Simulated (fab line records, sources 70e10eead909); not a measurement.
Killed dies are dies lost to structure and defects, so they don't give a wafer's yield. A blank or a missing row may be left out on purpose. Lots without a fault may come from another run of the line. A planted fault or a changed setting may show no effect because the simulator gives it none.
Chamber matching | flow nand_harc | NHARC_A_SLIT_DESCUM_14 on rie_diel-13: 4 sister chambers
The step chemistry O2, time 3 s. 4 wafers are shown with their chamber, then 11 later ones without.

WAFERS WITH THEIR CHAMBER
wafer  | chamber | drypump_motor_current_A (A)
L086.2 | 2       | 5.9
L086.4 | 3       | 6.1
L086.6 | 1       | 6.3
L083.2 | 0       | 6.2

WAFERS WITHOUT THEIR CHAMBER
wafer  | drypump_motor_current_A (A)
L083.3 | 6.1
L083.4 | 6.2
L087.1 | 6.3
L087.2 | 6.2
L087.3 | 6.1
L092.2 | 6.3
L092.3 | 6.1
L092.4 | 5.8
L095.1 | 6.2
L095.4 | 5.8
L095.6 | 6.3

WHICH CHAMBER EACH WENT THROUGH
wafer  | from the rows above | in truth
L083.3 | 3                   | 3
L083.4 | 0                   | 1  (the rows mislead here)
L087.1 | 1                   | 1
L087.2 | 0                   | 0
L087.3 | 3                   | 3
L092.2 | 1                   | 1
L092.3 | 3                   | 3
L092.4 | 2                   | 2
L095.1 | 0                   | 0
L095.4 | 2                   | 2
L095.6 | 1                   | 1
Placed correctly: 10 of 11. Can't be placed from these rows: 0. Placed wrongly: 1.
How it was worked out, from the rows above alone: a wafer's distance from a chamber is the root of the sum, over the readings, of the square of ((its reading less the chamber's mean) divided by the reading's scatter). The wafer belongs to the nearest chamber; if the next one is less than 2 further off, it can't be placed. A chamber's mean is the mean of its shown wafers. The scatter: with one shown wafer a chamber, the root of the mean of the squares of how far each hidden wafer lies from its nearest shown one.
